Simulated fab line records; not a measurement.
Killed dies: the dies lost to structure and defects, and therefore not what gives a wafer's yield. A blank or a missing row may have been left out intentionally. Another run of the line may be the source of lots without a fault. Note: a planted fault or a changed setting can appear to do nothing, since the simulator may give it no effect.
Which tool is to blame?    flow nand_harc    Sampling: 10 lots, 30 wafers, 7 of 1302 route steps

== WHAT EACH GAUGE READ, for each wafer ==
NHARC_A_CHANNEL_HOLE_D2_CD_MEAS_31. Usual: cd_nm 89.4 nm, standard deviation 1.3.
lot   measured      on         cd_nm (nm)      flag
L411  day 15 01:32  cd_sem-03  90.0 88.4 89.3  
L410  day 15 01:32  cd_sem-01  89.3 89.5 89.9  
L414  day 16 11:31  cd_sem-01  90.0 90.3 89.4  
L415  day 16 16:52  cd_sem-01  89.8 88.5 90.0  
L416  day 17 17:16  cd_sem-01  91.5 88.9 90.5  
L417  day 18 12:01  cd_sem-03  -0.2 1.4 0.8    OFF
L420  day 19 07:23  cd_sem-03  0.0 -0.1 0.5    OFF
L429  day 23 00:03  cd_sem-03  90.8 90.6 89.2  
L428  day 23 03:22  cd_sem-02  89.6 91.7 88.8  
L430  day 23 12:48  cd_sem-01  87.9 89.6 89.0  

NHARC_A_CHANNEL_HOLE_D2_INSPECT_40. Usual: raw_defect_count 295, standard deviation 88.
lot   measured      on                 raw_defect_count  flag
L411  day 15 01:44  defect_inspect-02  340 399 303       
L410  day 15 01:43  defect_inspect-01  197 223 234       
L414  day 16 11:43  defect_inspect-01  379 550 421       
L415  day 16 17:04  defect_inspect-02  340 311 327       
L416  day 17 17:28  defect_inspect-01  343 303 515       
L417  day 18 12:11  defect_inspect-02  195 173 326       
L420  day 19 07:34  defect_inspect-01  327 250 237       
L429  day 23 00:14  defect_inspect-02  249 278 157       
L428  day 23 03:33  defect_inspect-01  374 353 221       
L430  day 23 12:59  defect_inspect-01  340 183 179       

NHARC_END_SORT_01. Usual: killed_at_array 54, standard deviation 21; killed_at_other 0.9, standard deviation 1.1; killed_at_periphery 3.5, standard deviation 2.5; killed_dies 58, standard deviation 21; killed_open 3.3, standard deviation 1.9; killed_short 2.6, standard deviation 1.8.
lot   measured      on         killed_at_array  killed_at_other  killed_at_periphery  killed_dies  killed_open  killed_short  flag
L417  day 29 02:26  prober-01  672 673 672      0 0 0            5 4 5                677 677 677  6 2 5        3 2 4         OFF
L420  day 30 09:29  prober-01  670 664 670      2 0 1            5 13 6               677 677 677  1 5 6        1 1 5         OFF

== WHAT TOOL EACH LOT RAN ON (gives the tool, then ch and the chambers of the sampled wafers, and finally the start) ==
lot   NHARC_A_CHANNEL_HOLE_D2_ETCH_20   NHARC_A_CHANNEL_HOLE_D2_ETCH_25   NHARC_A_CHANNEL_HOLE_D2_ETCH_26   NHARC_A_CHANNEL_HOLE_D2_XSEM_32
L411  har_etch-02 ch 0,1, day 14 19:43  har_etch-02 ch 0,1, day 14 22:36  har_etch-02 ch 0,1, day 14 23:22  xsem-02 ch 0, day 15 01:38
L410  har_etch-01 ch 0,1, day 14 20:13  har_etch-01 ch 0,1, day 14 23:12  har_etch-01 ch 0,1, day 14 23:52  xsem-01 ch 0, day 15 01:38
L414  har_etch-01 ch 0,1, day 16 06:10  har_etch-01 ch 0,1, day 16 09:02  har_etch-01 ch 0,1, day 16 09:49  xsem-02 ch 0, day 16 11:37
L415  har_etch-02 ch 1, day 16 11:31    har_etch-02 ch 1, day 16 14:24    har_etch-02 ch 1, day 16 15:10    xsem-02 ch 0, day 16 16:58
L416  har_etch-01 ch 0,1, day 17 11:51  har_etch-01 ch 0,1, day 17 14:38  har_etch-01 ch 0,1, day 17 15:31  xsem-01 ch 0, day 17 17:22
L417  har_etch-02 ch 0,1, day 18 06:37  har_etch-02 ch 0,1, day 18 09:24  har_etch-02 ch 0,1, day 18 10:16  xsem-01 ch 0, day 18 12:06
L420  har_etch-02 ch 0,1, day 19 02:00  har_etch-02 ch 0,1, day 19 04:47  har_etch-02 ch 0,1, day 19 05:39  xsem-01 ch 0, day 19 07:28
L429  har_etch-02 ch 0,1, day 22 18:31  har_etch-02 ch 0,1, day 22 21:18  har_etch-02 ch 0,1, day 22 22:10  xsem-02 ch 0, day 23 00:08
L428  har_etch-01 ch 0,1, day 22 21:56  har_etch-01 ch 0,1, day 23 01:01  har_etch-01 ch 0,1, day 23 01:34  xsem-01 ch 0, day 23 03:28
L430  har_etch-02 ch 0,1, day 23 07:29  har_etch-02 ch 0,1, day 23 10:28  har_etch-02 ch 0,1, day 23 11:07  xsem-01 ch 0, day 23 12:53
- NHARC_A_CHANNEL_HOLE_D2_ETCH_20: etches the open film in C4F8/O2/Ar, time 361.9 s, target depth 1600 nm.
- NHARC_A_CHANNEL_HOLE_D2_ETCH_25: etches the open film in C4F8/O2/Ar, time 1040.2 s, target depth 1500 nm.
- NHARC_A_CHANNEL_HOLE_D2_ETCH_26: etches the open film in C4F8/O2/Ar, time 224.1 s, target depth 300 nm.
- NHARC_A_CHANNEL_HOLE_D2_XSEM_32

== AS READ BY THE TOOLS THEMSELVES (means over the sampled wafers that have a number; for cases with no such wafer, the mark the record gives instead) ==
NHARC_A_CHANNEL_HOLE_D2_ETCH_20. Usual: c4f8_flow_sccm is 89.28 sccm with standard deviation 0.26, chamber_pressure_mTorr is 19.999 mTorr with standard deviation 0.019, drypump_motor_current_A is 5.5 A with standard deviation 0.41, he_backside_leak_sccm is 6.1 sccm with standard deviation 0.86, o2_flow_sccm is 35.70 sccm with standard deviation 0.11, showerhead_plenum_p_Torr is 3.64 Torr with standard deviation 0.14, and throttle_valve_pct is 32.154 % with standard deviation 0.0096.
lot   tool         c4f8_flow_sccm (sccm)  chamber_pressure_mTorr (mTorr)  drypump_motor_current_A (A)  he_backside_leak_sccm (sccm)  o2_flow_sccm (sccm)  showerhead_plenum_p_Torr (Torr)  throttle_valve_pct (%)  flag
L411  har_etch-02  89.37                  19.982                          5.3                          6.1                           35.80                3.66                             32.151                  
L410  har_etch-01  89.34                  19.986                          5.8                          6.9                           35.90                3.62                             32.150                  
L414  har_etch-01  89.40                  19.991                          5.8                          6.2                           35.71                3.61                             32.145                  
L415  har_etch-02  89.82                  19.983                          5.7                          7.3                           35.49                3.53                             32.147                  
L416  har_etch-01  89.16                  20.021                          5.8                          6.1                           35.73                3.60                             32.155                  
L417  har_etch-02  89.27                  20.007                          5.3                          5.0                           35.70                3.78                             32.155                  
L420  har_etch-02  89.15                  20.001                          5.5                          5.1                           35.59                3.84                             32.167                  
L429  har_etch-02  89.29                  20.001                          5.5                          5.2                           35.65                3.81                             32.144                  
L428  har_etch-01  89.49                  20.007                          5.5                          6.9                           35.62                3.50                             32.155                  
L430  har_etch-02  88.73                  20.005                          5.3                          7.0                           35.67                3.74                             32.157                  

NHARC_A_CHANNEL_HOLE_D2_ETCH_25. Usual: c4f8_flow_sccm is 93.78 sccm with standard deviation 0.3, chamber_pressure_mTorr is 20.002 mTorr with standard deviation 0.019, drypump_motor_current_A is 5.5 A with standard deviation 0.41, he_backside_leak_sccm is 6.1 sccm with standard deviation 0.7, o2_flow_sccm is 31.21 sccm with standard deviation 0.11, showerhead_plenum_p_Torr is 3.64 Torr with standard deviation 0.14, and throttle_valve_pct is 32.235 % with standard deviation 0.009.
lot   tool         c4f8_flow_sccm (sccm)  chamber_pressure_mTorr (mTorr)  drypump_motor_current_A (A)  he_backside_leak_sccm (sccm)  o2_flow_sccm (sccm)  showerhead_plenum_p_Torr (Torr)  throttle_valve_pct (%)  flag
L411  har_etch-02  94.05                  19.992                          5.3                          6.0                           31.09                3.66                             32.234                  
L410  har_etch-01  93.42                  20.001                          5.8                          6.2                           31.22                3.61                             32.226                  
L414  har_etch-01  93.57                  20.007                          5.8                          5.8                           31.23                3.60                             32.234                  
L415  har_etch-02  93.64                  19.992                          5.8                          6.3                           31.37                3.53                             32.239                  
L416  har_etch-01  94.02                  20.004                          5.8                          6.0                           31.21                3.60                             32.233                  
L417  har_etch-02  -                      -                               -                            -                             -                    -                                -                       OFF
L420  har_etch-02  -                      -                               -                            -                             -                    -                                -                       OFF
L429  har_etch-02  93.85                  19.993                          5.5                          5.4                           31.23                3.81                             32.235                  
L428  har_etch-01  93.91                  19.987                          5.6                          7.3                           31.25                3.49                             32.239                  
L430  har_etch-02  93.83                  20.013                          5.3                          5.3                           31.17                3.73                             32.230                  

NHARC_A_CHANNEL_HOLE_D2_ETCH_26. Usual: bias_v is 299.6 V with standard deviation 3, c4f8_flow_sccm is 11.41 sccm with standard deviation 0.035, drypump_motor_current_A is 5.5 A with standard deviation 0.41, he_backside_leak_sccm is 6.1 sccm with standard deviation 0.84, o2_flow_sccm is 113.6 sccm with standard deviation 0.35, showerhead_plenum_p_Torr is 3.69 Torr with standard deviation 0.15, and throttle_valve_pct is 24.584 % with standard deviation 0.0093.
lot   tool         bias_v (V)  c4f8_flow_sccm (sccm)  drypump_motor_current_A (A)  he_backside_leak_sccm (sccm)  o2_flow_sccm (sccm)  showerhead_plenum_p_Torr (Torr)  throttle_valve_pct (%)  flag
L411  har_etch-02  300.8       11.43                  5.3                          6.2                           113.6                3.71                             24.587                  
L410  har_etch-01  298.9       11.41                  5.8                          5.6                           113.8                3.66                             24.589                  
L414  har_etch-01  298.3       11.37                  5.8                          6.5                           113.6                3.65                             24.581                  
L415  har_etch-02  302.5       11.40                  5.8                          6.4                           113.6                3.57                             24.569                  
L416  har_etch-01  301.7       11.39                  5.8                          6.2                           114.0                3.64                             24.590                  
L417  har_etch-02  299.8       11.45                  5.3                          5.1                           113.5                3.82                             24.581                  
L420  har_etch-02  301.2       11.40                  5.6                          5.2                           113.5                3.90                             24.598                  
L429  har_etch-02  299.8       11.39                  5.5                          5.4                           113.4                3.87                             24.586                  
L428  har_etch-01  297.1       11.43                  5.5                          7.1                           113.9                3.53                             24.586                  
L430  har_etch-02  295.8       11.43                  5.3                          5.1                           113.7                3.78                             24.595                  

NHARC_A_CHANNEL_HOLE_D2_XSEM_32. Usual: bot_cd_nm 73.8 nm, standard deviation 1.4; bow_nm 8.61 nm, standard deviation 0.29; tilt_deg 0.07 degrees, standard deviation 0.031.
lot   tool     bot_cd_nm (nm)  bow_nm (nm)  tilt_deg (degrees)  flag
L411  xsem-02  73.9            8.41         0.12                
L410  xsem-01  73.2            8.45         0.10                
L414  xsem-02  73.8            8.63         0.09                
L415  xsem-02  75.0            9.35         0.07                
L416  xsem-01  74.1            8.85         0.13                
L417  xsem-01  0.4             0.98         0.09                OFF
L420  xsem-01  0.5             0.35         0.04                OFF
L429  xsem-02  74.7            8.57         0.03                
L428  xsem-01  74.4            8.59         0.02                
L430  xsem-01  73.9            8.51         0.02                

== THE ANSWER, worked out from the rows above alone ==
Rule: a lot counts as off when the mean over its wafers that have a number is more than 3 standard deviations away from the usual mean. A lot without any number at a reading at which 4 lots or more have one is off too. Any other lot the step has rows for is counted as sound. First the gauges in route order, then the tools' own readings, where a lot's mean is used as printed above. At the first step where some lot is off, the reading lying furthest off is the one used; lots without a number count as furthest.
Off: L417, L420, at NHARC_A_CHANNEL_HOLE_D2_CD_MEAS_31 (cd_nm).
If a tool, at a process step before that reading, ran all the lots that are off and no sound lot after the first of them, it fits. The gauges at NHARC_A_CHANNEL_HOLE_D2_CD_MEAS_31 aren't tried: what is off there is off at NHARC_END_SORT_01 too, on other tools, and a gauge's error can't cause that. No candidate that was tried fits.

== WHAT HAD BEEN PUT IN BY THE SIMULATOR ==
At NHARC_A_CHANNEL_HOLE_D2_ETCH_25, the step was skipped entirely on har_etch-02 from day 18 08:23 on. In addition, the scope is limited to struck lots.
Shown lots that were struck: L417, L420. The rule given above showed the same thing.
